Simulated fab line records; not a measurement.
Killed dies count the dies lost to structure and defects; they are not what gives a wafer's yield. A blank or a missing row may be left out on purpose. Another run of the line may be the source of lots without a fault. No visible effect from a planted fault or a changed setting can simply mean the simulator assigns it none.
The tool behind it: which one? / flow n5_finfet / 24 lots, 72 wafers sampled, at 6 steps of a route of 1938

== WHAT THE GAUGES READ, wafer by wafer ==
N5_BEOL_M1_CD_MEAS_35: target cd 18 nm, target cd y 21 nm. Usual: cd_nm 17.9 nm, standard deviation 0.4.
lot=L074; measured=day 6 11:41; on=cd_sem-01; cd_nm (nm)=18.2 18.4 18.2; flag=
lot=L075; measured=day 6 16:12; on=cd_sem-01; cd_nm (nm)=18.3 17.3 17.9; flag=
lot=L076; measured=day 7 07:04; on=cd_sem-03; cd_nm (nm)=17.9 18.2 18.3; flag=
lot=L078; measured=day 7 11:29; on=cd_sem-03; cd_nm (nm)=17.9 18.2 18.1; flag=
lot=L081; measured=day 7 21:24; on=cd_sem-02; cd_nm (nm)=17.4 17.4 17.1; flag=
lot=L077; measured=day 7 21:52; on=cd_sem-03; cd_nm (nm)=18.4 17.9 18.0; flag=
lot=L079; measured=day 7 22:07; on=cd_sem-01; cd_nm (nm)=18.0 17.8 18.1; flag=
lot=L080; measured=day 7 22:14; on=cd_sem-01; cd_nm (nm)=18.0 17.4 17.9; flag=
lot=L082; measured=day 8 06:17; on=cd_sem-02; cd_nm (nm)=17.9 17.6 17.6; flag=
lot=L083; measured=day 8 13:27; on=cd_sem-01; cd_nm (nm)=17.9 18.0 17.4; flag=
lot=L084; measured=day 8 20:43; on=cd_sem-02; cd_nm (nm)=17.7 18.3 17.8; flag=
lot=L085; measured=day 9 07:56; on=cd_sem-01; cd_nm (nm)=17.9 18.7 18.4; flag=
lot=L086; measured=day 9 11:22; on=cd_sem-03; cd_nm (nm)=17.7 17.7 17.8; flag=
lot=L087; measured=day 9 15:13; on=cd_sem-01; cd_nm (nm)=17.3 17.3 17.7; flag=
lot=L088; measured=day 10 00:10; on=cd_sem-03; cd_nm (nm)=18.2 18.0 18.6; flag=
lot=L089; measured=day 10 13:25; on=cd_sem-02; cd_nm (nm)=18.0 17.7 17.8; flag=
lot=L091; measured=day 10 18:52; on=cd_sem-01; cd_nm (nm)=17.5 17.1 18.5; flag=
lot=L090; measured=day 10 19:01; on=cd_sem-03; cd_nm (nm)=18.6 18.6 18.4; flag=
lot=L093; measured=day 11 04:55; on=cd_sem-03; cd_nm (nm)=17.9 18.3 18.0; flag=
lot=L092; measured=day 11 06:05; on=cd_sem-03; cd_nm (nm)=18.3 18.8 18.3; flag=
lot=L094; measured=day 11 14:45; on=cd_sem-02; cd_nm (nm)=17.8 18.3 17.9; flag=
lot=L095; measured=day 11 15:08; on=cd_sem-03; cd_nm (nm)=17.0 17.7 17.4; flag=
lot=L097; measured=day 12 04:24; on=cd_sem-02; cd_nm (nm)=17.8 18.1 17.4; flag=
lot=L096; measured=day 12 07:55; on=cd_sem-03; cd_nm (nm)=17.5 17.3 17.4; flag=

N5_BEOL_M2_THK_MEAS_01. Usual: M2_ILD_THK 79.1 nm, standard deviation 1.3.
lot=L074; measured=day 6 17:10; on=film_metro-02; M2_ILD_THK (nm)=79.1 79.5 78.8; flag=
lot=L075; measured=day 6 20:02; on=film_metro-02; M2_ILD_THK (nm)=77.8 78.2 78.7; flag=
lot=L076; measured=day 7 10:53; on=film_metro-02; M2_ILD_THK (nm)=78.5 79.7 80.5; flag=
lot=L078; measured=day 7 16:03; on=film_metro-01; M2_ILD_THK (nm)=78.0 78.2 79.3; flag=
lot=L081; measured=day 8 02:01; on=film_metro-01; M2_ILD_THK (nm)=78.2 79.3 79.1; flag=
lot=L077; measured=day 8 02:11; on=film_metro-01; M2_ILD_THK (nm)=79.8 80.2 79.5; flag=
lot=L079; measured=day 8 02:24; on=film_metro-02; M2_ILD_THK (nm)=77.3 79.5 78.8; flag=
lot=L080; measured=day 8 04:03; on=film_metro-02; M2_ILD_THK (nm)=77.7 76.1 79.8; flag=
lot=L082; measured=day 8 10:31; on=film_metro-02; M2_ILD_THK (nm)=77.4 79.7 79.0; flag=
lot=L083; measured=day 8 17:29; on=film_metro-02; M2_ILD_THK (nm)=79.6 80.4 78.7; flag=
lot=L084; measured=day 9 02:17; on=film_metro-01; M2_ILD_THK (nm)=77.7 78.9 79.4; flag=
lot=L085; measured=day 9 13:07; on=film_metro-02; M2_ILD_THK (nm)=79.8 77.8 80.3; flag=
lot=L086; measured=day 9 16:46; on=film_metro-02; M2_ILD_THK (nm)=78.1 77.6 80.4; flag=
lot=L087; measured=day 9 19:03; on=film_metro-02; M2_ILD_THK (nm)=80.2 81.3 79.1; flag=
lot=L088; measured=day 10 04:19; on=film_metro-01; M2_ILD_THK (nm)=76.9 80.3 81.4; flag=
lot=L089; measured=day 10 19:02; on=film_metro-02; M2_ILD_THK (nm)=80.1 78.4 81.1; flag=
lot=L091; measured=day 10 22:52; on=film_metro-01; M2_ILD_THK (nm)=77.6 79.2 80.8; flag=
lot=L090; measured=day 10 23:15; on=film_metro-01; M2_ILD_THK (nm)=79.3 79.7 80.0; flag=
lot=L093; measured=day 11 08:40; on=film_metro-02; M2_ILD_THK (nm)=78.1 78.9 79.9; flag=
lot=L092; measured=day 11 10:38; on=film_metro-01; M2_ILD_THK (nm)=79.0 79.5 80.7; flag=
lot=L094; measured=day 11 18:38; on=film_metro-01; M2_ILD_THK (nm)=79.3 80.3 82.1; flag=
lot=L095; measured=day 11 19:14; on=film_metro-02; M2_ILD_THK (nm)=78.0 82.4 79.2; flag=
lot=L097; measured=day 12 08:26; on=film_metro-01; M2_ILD_THK (nm)=77.6 79.0 79.4; flag=
lot=L096; measured=day 12 11:52; on=film_metro-02; M2_ILD_THK (nm)=78.9 81.3 80.3; flag=

== WHAT TOOL EACH LOT RAN ON (gives the tool, then ch and the chambers of the sampled wafers, and finally the start) ==
lot=L074; N5_BEOL_M1_ANNEAL_87=pvd_sputter-02, day 6 14:56; N5_BEOL_M1_SPUTTER_88=pvd_sputter-02, day 6 15:04; N5_BEOL_M1_SPUTTER_94=pvd_sputter-02, day 6 15:44; N5_BEOL_M1_DEP_57=pecvd-04 ch 1,2, day 6 16:58
lot=L075; N5_BEOL_M1_ANNEAL_87=pvd_sputter-01, day 6 17:49; N5_BEOL_M1_SPUTTER_88=pvd_sputter-01, day 6 17:57; N5_BEOL_M1_SPUTTER_94=pvd_sputter-01, day 6 18:37; N5_BEOL_M1_DEP_57=pecvd-03 ch 0,2, day 6 19:49
lot=L076; N5_BEOL_M1_ANNEAL_87=pvd_sputter-02, day 7 08:34; N5_BEOL_M1_SPUTTER_88=pvd_sputter-02, day 7 08:43; N5_BEOL_M1_SPUTTER_94=pvd_sputter-02, day 7 09:22; N5_BEOL_M1_DEP_57=pecvd-03 ch 0,1, day 7 10:41
lot=L078; N5_BEOL_M1_ANNEAL_87=pvd_sputter-01, day 7 13:37; N5_BEOL_M1_SPUTTER_88=pvd_sputter-01, day 7 13:45; N5_BEOL_M1_SPUTTER_94=pvd_sputter-01, day 7 14:25; N5_BEOL_M1_DEP_57=pecvd-03 ch 0,2, day 7 15:51
lot=L081; N5_BEOL_M1_ANNEAL_87=pvd_sputter-02, day 7 23:47; N5_BEOL_M1_SPUTTER_88=pvd_sputter-02, day 7 23:55; N5_BEOL_M1_SPUTTER_94=pvd_sputter-02, day 8 00:35; N5_BEOL_M1_DEP_57=pecvd-04 ch 0,1, day 8 01:48
lot=L077; N5_BEOL_M1_ANNEAL_87=pvd_sputter-03, day 7 23:55; N5_BEOL_M1_SPUTTER_88=pvd_sputter-03, day 8 00:04; N5_BEOL_M1_SPUTTER_94=pvd_sputter-03, day 8 00:43; N5_BEOL_M1_DEP_57=pecvd-04 ch 0,1, day 8 01:59
lot=L079; N5_BEOL_M1_ANNEAL_87=pvd_sputter-01, day 8 00:12; N5_BEOL_M1_SPUTTER_88=pvd_sputter-01, day 8 00:20; N5_BEOL_M1_SPUTTER_94=pvd_sputter-01, day 8 01:00; N5_BEOL_M1_DEP_57=pecvd-03 ch 0,1,2, day 8 02:12
lot=L080; N5_BEOL_M1_ANNEAL_87=pvd_sputter-02, day 8 01:43; N5_BEOL_M1_SPUTTER_88=pvd_sputter-02, day 8 01:52; N5_BEOL_M1_SPUTTER_94=pvd_sputter-02, day 8 02:31; N5_BEOL_M1_DEP_57=pecvd-01 ch 0,1,2, day 8 03:51
lot=L082; N5_BEOL_M1_ANNEAL_87=pvd_sputter-03, day 8 08:19; N5_BEOL_M1_SPUTTER_88=pvd_sputter-03, day 8 08:27; N5_BEOL_M1_SPUTTER_94=pvd_sputter-03, day 8 09:07; N5_BEOL_M1_DEP_57=pecvd-03 ch 0,1, day 8 10:19
lot=L083; N5_BEOL_M1_ANNEAL_87=pvd_sputter-03, day 8 15:17; N5_BEOL_M1_SPUTTER_88=pvd_sputter-03, day 8 15:25; N5_BEOL_M1_SPUTTER_94=pvd_sputter-03, day 8 16:05; N5_BEOL_M1_DEP_57=pecvd-01 ch 0,1,2, day 8 17:17
lot=L084; N5_BEOL_M1_ANNEAL_87=pvd_sputter-03, day 9 00:05; N5_BEOL_M1_SPUTTER_88=pvd_sputter-03, day 9 00:14; N5_BEOL_M1_SPUTTER_94=pvd_sputter-03, day 9 00:53; N5_BEOL_M1_DEP_57=pecvd-04 ch 1,2, day 9 02:05
lot=L085; N5_BEOL_M1_ANNEAL_87=pvd_sputter-02, day 9 10:55; N5_BEOL_M1_SPUTTER_88=pvd_sputter-02, day 9 11:03; N5_BEOL_M1_SPUTTER_94=pvd_sputter-02, day 9 11:43; N5_BEOL_M1_DEP_57=pecvd-04 ch 0,2, day 9 12:55
lot=L086; N5_BEOL_M1_ANNEAL_87=pvd_sputter-02, day 9 14:34; N5_BEOL_M1_SPUTTER_88=pvd_sputter-02, day 9 14:43; N5_BEOL_M1_SPUTTER_94=pvd_sputter-02, day 9 15:22; N5_BEOL_M1_DEP_57=pecvd-04 ch 0,2, day 9 16:34
lot=L087; N5_BEOL_M1_ANNEAL_87=pvd_sputter-03, day 9 16:51; N5_BEOL_M1_SPUTTER_88=pvd_sputter-03, day 9 16:59; N5_BEOL_M1_SPUTTER_94=pvd_sputter-03, day 9 17:39; N5_BEOL_M1_DEP_57=pecvd-01 ch 0,1,2, day 9 18:52
lot=L088; N5_BEOL_M1_ANNEAL_87=pvd_sputter-03, day 10 02:06; N5_BEOL_M1_SPUTTER_88=pvd_sputter-03, day 10 02:14; N5_BEOL_M1_SPUTTER_94=pvd_sputter-03, day 10 02:54; N5_BEOL_M1_DEP_57=pecvd-01 ch 0,2, day 10 04:06
lot=L089; N5_BEOL_M1_ANNEAL_87=pvd_sputter-03, day 10 16:46; N5_BEOL_M1_SPUTTER_88=pvd_sputter-03, day 10 16:55; N5_BEOL_M1_SPUTTER_94=pvd_sputter-03, day 10 17:34; N5_BEOL_M1_DEP_57=pecvd-01 ch 0,1,2, day 10 18:49
lot=L091; N5_BEOL_M1_ANNEAL_87=pvd_sputter-03, day 10 20:39; N5_BEOL_M1_SPUTTER_88=pvd_sputter-03, day 10 20:47; N5_BEOL_M1_SPUTTER_94=pvd_sputter-03, day 10 21:27; N5_BEOL_M1_DEP_57=pecvd-04 ch 0,1,2, day 10 22:40
lot=L090; N5_BEOL_M1_ANNEAL_87=pvd_sputter-01, day 10 21:02; N5_BEOL_M1_SPUTTER_88=pvd_sputter-01, day 10 21:11; N5_BEOL_M1_SPUTTER_94=pvd_sputter-01, day 10 21:50; N5_BEOL_M1_DEP_57=pecvd-03 ch 1,2, day 10 23:03
lot=L093; N5_BEOL_M1_ANNEAL_87=pvd_sputter-01, day 11 06:28; N5_BEOL_M1_SPUTTER_88=pvd_sputter-01, day 11 06:36; N5_BEOL_M1_SPUTTER_94=pvd_sputter-01, day 11 07:16; N5_BEOL_M1_DEP_57=pecvd-01 ch 0,1, day 11 08:28
lot=L092; N5_BEOL_M1_ANNEAL_87=pvd_sputter-01, day 11 08:18; N5_BEOL_M1_SPUTTER_88=pvd_sputter-01, day 11 08:26; N5_BEOL_M1_SPUTTER_94=pvd_sputter-01, day 11 09:06; N5_BEOL_M1_DEP_57=pecvd-04 ch 0,1, day 11 10:26
lot=L094; N5_BEOL_M1_ANNEAL_87=pvd_sputter-03, day 11 16:25; N5_BEOL_M1_SPUTTER_88=pvd_sputter-03, day 11 16:33; N5_BEOL_M1_SPUTTER_94=pvd_sputter-03, day 11 17:13; N5_BEOL_M1_DEP_57=pecvd-04 ch 0,2, day 11 18:26
lot=L095; N5_BEOL_M1_ANNEAL_87=pvd_sputter-01, day 11 16:56; N5_BEOL_M1_SPUTTER_88=pvd_sputter-01, day 11 17:04; N5_BEOL_M1_SPUTTER_94=pvd_sputter-01, day 11 17:44; N5_BEOL_M1_DEP_57=pecvd-03 ch 0,2, day 11 19:01
lot=L097; N5_BEOL_M1_ANNEAL_87=pvd_sputter-01, day 12 06:14; N5_BEOL_M1_SPUTTER_88=pvd_sputter-01, day 12 06:23; N5_BEOL_M1_SPUTTER_94=pvd_sputter-01, day 12 07:02; N5_BEOL_M1_DEP_57=pecvd-01 ch 1,2, day 12 08:14
lot=L096; N5_BEOL_M1_ANNEAL_87=pvd_sputter-03, day 12 09:40; N5_BEOL_M1_SPUTTER_88=pvd_sputter-03, day 12 09:48; N5_BEOL_M1_SPUTTER_94=pvd_sputter-03, day 12 10:28; N5_BEOL_M1_DEP_57=pecvd-03 ch 0,1,2, day 12 11:41
- N5_BEOL_M1_ANNEAL_87: time 240 s.
- N5_BEOL_M1_SPUTTER_88: material Cu, target thk 4.5 nm, time 8.29 s.
- N5_BEOL_M1_SPUTTER_94: material Cu, target thk 4.5 nm, time 8.29 s.
- N5_BEOL_M1_DEP_57: deposits SiCN from 3MS/NH3, target thk 8 nm, time 14 s.

== WHAT THE TOOLS THEMSELVES READ (means of the sampled wafers that have a number; where no wafer has one, the mark that the record gives instead) ==
N5_BEOL_M1_ANNEAL_87. Usual: heater_power_w 827 W, standard deviation 100; susceptor_temp_C_max 401.0, standard deviation 0.48.
lot=L074; tool=pvd_sputter-02; heater_power_w (W)=917; susceptor_temp_C_max=400.9; flag=
lot=L075; tool=pvd_sputter-01; heater_power_w (W)=879; susceptor_temp_C_max=401.3; flag=
lot=L076; tool=pvd_sputter-02; heater_power_w (W)=794; susceptor_temp_C_max=400.5; flag=
lot=L078; tool=pvd_sputter-01; heater_power_w (W)=837; susceptor_temp_C_max=401.6; flag=
lot=L081; tool=pvd_sputter-02; heater_power_w (W)=852; susceptor_temp_C_max=400.6; flag=
lot=L077; tool=pvd_sputter-03; heater_power_w (W)=772; susceptor_temp_C_max=400.9; flag=
lot=L079; tool=pvd_sputter-01; heater_power_w (W)=875; susceptor_temp_C_max=401.7; flag=
lot=L080; tool=pvd_sputter-02; heater_power_w (W)=906; susceptor_temp_C_max=400.4; flag=
lot=L082; tool=pvd_sputter-03; heater_power_w (W)=768; susceptor_temp_C_max=400.8; flag=
lot=L083; tool=pvd_sputter-03; heater_power_w (W)=744; susceptor_temp_C_max=400.9; flag=
lot=L084; tool=pvd_sputter-03; heater_power_w (W)=788; susceptor_temp_C_max=400.9; flag=
lot=L085; tool=pvd_sputter-02; heater_power_w (W)=855; susceptor_temp_C_max=400.7; flag=
lot=L086; tool=pvd_sputter-02; heater_power_w (W)=862; susceptor_temp_C_max=400.6; flag=
lot=L087; tool=pvd_sputter-03; heater_power_w (W)=840; susceptor_temp_C_max=400.5; flag=
lot=L088; tool=pvd_sputter-03; heater_power_w (W)=751; susceptor_temp_C_max=400.7; flag=
lot=L089; tool=pvd_sputter-03; heater_power_w (W)=769; susceptor_temp_C_max=400.7; flag=
lot=L091; tool=pvd_sputter-03; heater_power_w (W)=726; susceptor_temp_C_max=400.9; flag=
lot=L090; tool=pvd_sputter-01; heater_power_w (W)=884; susceptor_temp_C_max=401.4; flag=
lot=L093; tool=pvd_sputter-01; heater_power_w (W)=835; susceptor_temp_C_max=401.2; flag=
lot=L092; tool=pvd_sputter-01; heater_power_w (W)=901; susceptor_temp_C_max=401.6; flag=
lot=L094; tool=pvd_sputter-03; heater_power_w (W)=773; susceptor_temp_C_max=400.7; flag=
lot=L095; tool=pvd_sputter-01; heater_power_w (W)=835; susceptor_temp_C_max=401.0; flag=
lot=L097; tool=pvd_sputter-01; heater_power_w (W)=831; susceptor_temp_C_max=400.9; flag=
lot=L096; tool=pvd_sputter-03; heater_power_w (W)=842; susceptor_temp_C_max=400.5; flag=

N5_BEOL_M1_SPUTTER_88. Usual: throttle_valve_pct 29.9 %, standard deviation 0.91.
lot=L074; tool=pvd_sputter-02; throttle_valve_pct (%)=29.7; flag=
lot=L075; tool=pvd_sputter-01; throttle_valve_pct (%)=29.8; flag=
lot=L076; tool=pvd_sputter-02; throttle_valve_pct (%)=28.7; flag=
lot=L078; tool=pvd_sputter-01; throttle_valve_pct (%)=30.0; flag=
lot=L081; tool=pvd_sputter-02; throttle_valve_pct (%)=28.4; flag=
lot=L077; tool=pvd_sputter-03; throttle_valve_pct (%)=30.8; flag=
lot=L079; tool=pvd_sputter-01; throttle_valve_pct (%)=30.2; flag=
lot=L080; tool=pvd_sputter-02; throttle_valve_pct (%)=29.3; flag=
lot=L082; tool=pvd_sputter-03; throttle_valve_pct (%)=30.8; flag=
lot=L083; tool=pvd_sputter-03; throttle_valve_pct (%)=30.1; flag=
lot=L084; tool=pvd_sputter-03; throttle_valve_pct (%)=30.4; flag=
lot=L085; tool=pvd_sputter-02; throttle_valve_pct (%)=29.3; flag=
lot=L086; tool=pvd_sputter-02; throttle_valve_pct (%)=28.4; flag=
lot=L087; tool=pvd_sputter-03; throttle_valve_pct (%)=30.1; flag=
lot=L088; tool=pvd_sputter-03; throttle_valve_pct (%)=30.0; flag=
lot=L089; tool=pvd_sputter-03; throttle_valve_pct (%)=30.6; flag=
lot=L091; tool=pvd_sputter-03; throttle_valve_pct (%)=30.2; flag=
lot=L090; tool=pvd_sputter-01; throttle_valve_pct (%)=29.9; flag=
lot=L093; tool=pvd_sputter-01; throttle_valve_pct (%)=29.9; flag=
lot=L092; tool=pvd_sputter-01; throttle_valve_pct (%)=29.8; flag=
lot=L094; tool=pvd_sputter-03; throttle_valve_pct (%)=30.7; flag=
lot=L095; tool=pvd_sputter-01; throttle_valve_pct (%)=30.2; flag=
lot=L097; tool=pvd_sputter-01; throttle_valve_pct (%)=29.8; flag=
lot=L096; tool=pvd_sputter-03; throttle_valve_pct (%)=30.2; flag=

N5_BEOL_M1_SPUTTER_94. Usual: throttle_valve_pct 29.9 %, standard deviation 0.91.
lot=L074; tool=pvd_sputter-02; throttle_valve_pct (%)=29.7; flag=
lot=L075; tool=pvd_sputter-01; throttle_valve_pct (%)=29.8; flag=
lot=L076; tool=pvd_sputter-02; throttle_valve_pct (%)=28.6; flag=
lot=L078; tool=pvd_sputter-01; throttle_valve_pct (%)=29.8; flag=
lot=L081; tool=pvd_sputter-02; throttle_valve_pct (%)=28.5; flag=
lot=L077; tool=pvd_sputter-03; throttle_valve_pct (%)=30.6; flag=
lot=L079; tool=pvd_sputter-01; throttle_valve_pct (%)=30.4; flag=
lot=L080; tool=pvd_sputter-02; throttle_valve_pct (%)=29.0; flag=
lot=L082; tool=pvd_sputter-03; throttle_valve_pct (%)=30.6; flag=
lot=L083; tool=pvd_sputter-03; throttle_valve_pct (%)=30.0; flag=
lot=L084; tool=pvd_sputter-03; throttle_valve_pct (%)=30.4; flag=
lot=L085; tool=pvd_sputter-02; throttle_valve_pct (%)=29.3; flag=
lot=L086; tool=pvd_sputter-02; throttle_valve_pct (%)=28.4; flag=
lot=L087; tool=pvd_sputter-03; throttle_valve_pct (%)=30.1; flag=
lot=L088; tool=pvd_sputter-03; throttle_valve_pct (%)=29.9; flag=
lot=L089; tool=pvd_sputter-03; throttle_valve_pct (%)=30.8; flag=
lot=L091; tool=pvd_sputter-03; throttle_valve_pct (%)=30.2; flag=
lot=L090; tool=pvd_sputter-01; throttle_valve_pct (%)=29.7; flag=
lot=L093; tool=pvd_sputter-01; throttle_valve_pct (%)=29.8; flag=
lot=L092; tool=pvd_sputter-01; throttle_valve_pct (%)=29.9; flag=
lot=L094; tool=pvd_sputter-03; throttle_valve_pct (%)=30.6; flag=
lot=L095; tool=pvd_sputter-01; throttle_valve_pct (%)=30.2; flag=
lot=L097; tool=pvd_sputter-01; throttle_valve_pct (%)=29.8; flag=
lot=L096; tool=pvd_sputter-03; throttle_valve_pct (%)=30.2; flag=

N5_BEOL_M1_DEP_57. Usual: chamber_pressure_Torr 3.000 Torr, standard deviation 0.0068; showerhead_plenum_p_Torr 3.669 Torr, standard deviation 0.015; throttle_valve_pct 9.0 %, standard deviation 0.46.
lot=L074; tool=pecvd-04; chamber_pressure_Torr (Torr)=2.999; showerhead_plenum_p_Torr (Torr)=3.656; throttle_valve_pct (%)=8.6; flag=
lot=L075; tool=pecvd-03; chamber_pressure_Torr (Torr)=3.000; showerhead_plenum_p_Torr (Torr)=3.687; throttle_valve_pct (%)=9.0; flag=
lot=L076; tool=pecvd-03; chamber_pressure_Torr (Torr)=3.005; showerhead_plenum_p_Torr (Torr)=3.691; throttle_valve_pct (%)=8.9; flag=
lot=L078; tool=pecvd-03; chamber_pressure_Torr (Torr)=3.007; showerhead_plenum_p_Torr (Torr)=3.681; throttle_valve_pct (%)=9.0; flag=
lot=L081; tool=pecvd-04; chamber_pressure_Torr (Torr)=2.999; showerhead_plenum_p_Torr (Torr)=3.653; throttle_valve_pct (%)=9.3; flag=
lot=L077; tool=pecvd-04; chamber_pressure_Torr (Torr)=3.002; showerhead_plenum_p_Torr (Torr)=3.660; throttle_valve_pct (%)=9.3; flag=
lot=L079; tool=pecvd-03; chamber_pressure_Torr (Torr)=3.000; showerhead_plenum_p_Torr (Torr)=3.682; throttle_valve_pct (%)=9.0; flag=
lot=L080; tool=pecvd-01; chamber_pressure_Torr (Torr)=2.993; showerhead_plenum_p_Torr (Torr)=3.663; throttle_valve_pct (%)=8.9; flag=
lot=L082; tool=pecvd-03; chamber_pressure_Torr (Torr)=2.995; showerhead_plenum_p_Torr (Torr)=3.676; throttle_valve_pct (%)=9.3; flag=
lot=L083; tool=pecvd-01; chamber_pressure_Torr (Torr)=3.005; showerhead_plenum_p_Torr (Torr)=3.662; throttle_valve_pct (%)=9.0; flag=
lot=L084; tool=pecvd-04; chamber_pressure_Torr (Torr)=3.008; showerhead_plenum_p_Torr (Torr)=3.656; throttle_valve_pct (%)=8.6; flag=
lot=L085; tool=pecvd-04; chamber_pressure_Torr (Torr)=2.992; showerhead_plenum_p_Torr (Torr)=3.668; throttle_valve_pct (%)=8.5; flag=
lot=L086; tool=pecvd-04; chamber_pressure_Torr (Torr)=3.001; showerhead_plenum_p_Torr (Torr)=3.662; throttle_valve_pct (%)=8.5; flag=
lot=L087; tool=pecvd-01; chamber_pressure_Torr (Torr)=2.999; showerhead_plenum_p_Torr (Torr)=3.672; throttle_valve_pct (%)=8.9; flag=
lot=L088; tool=pecvd-01; chamber_pressure_Torr (Torr)=3.005; showerhead_plenum_p_Torr (Torr)=3.668; throttle_valve_pct (%)=9.0; flag=
lot=L089; tool=pecvd-01; chamber_pressure_Torr (Torr)=3.001; showerhead_plenum_p_Torr (Torr)=3.671; throttle_valve_pct (%)=9.0; flag=
lot=L091; tool=pecvd-04; chamber_pressure_Torr (Torr)=2.996; showerhead_plenum_p_Torr (Torr)=3.664; throttle_valve_pct (%)=8.9; flag=
lot=L090; tool=pecvd-03; chamber_pressure_Torr (Torr)=3.002; showerhead_plenum_p_Torr (Torr)=3.672; throttle_valve_pct (%)=9.0; flag=
lot=L093; tool=pecvd-01; chamber_pressure_Torr (Torr)=3.003; showerhead_plenum_p_Torr (Torr)=3.664; throttle_valve_pct (%)=9.0; flag=
lot=L092; tool=pecvd-04; chamber_pressure_Torr (Torr)=3.001; showerhead_plenum_p_Torr (Torr)=3.659; throttle_valve_pct (%)=9.3; flag=
lot=L094; tool=pecvd-04; chamber_pressure_Torr (Torr)=2.997; showerhead_plenum_p_Torr (Torr)=3.662; throttle_valve_pct (%)=8.9; flag=
lot=L095; tool=pecvd-03; chamber_pressure_Torr (Torr)=2.998; showerhead_plenum_p_Torr (Torr)=3.684; throttle_valve_pct (%)=8.5; flag=
lot=L097; tool=pecvd-01; chamber_pressure_Torr (Torr)=2.997; showerhead_plenum_p_Torr (Torr)=3.668; throttle_valve_pct (%)=8.8; flag=
lot=L096; tool=pecvd-03; chamber_pressure_Torr (Torr)=3.011; showerhead_plenum_p_Torr (Torr)=3.683; throttle_valve_pct (%)=8.9; flag=

== THE ANSWER, worked out from the rows above alone ==
Rule: a lot counts as off when the mean over its wafers that have a number is more than 3 standard deviations away from the usual mean. Also off: a lot with no number at a reading for which 4 or more lots have one. The other lots that the step has rows for count as sound. After the gauges, taken in route order, come the tools' own readings; for these a lot's mean is taken, as printed above. The first step at which some lot is off is used, and at that step the reading that is off furthest; a lot without a number counts as furthest.
None of the lots is off at any reading shown; this tells nothing.

== WHAT HAD BEEN PUT IN BY THE SIMULATOR ==
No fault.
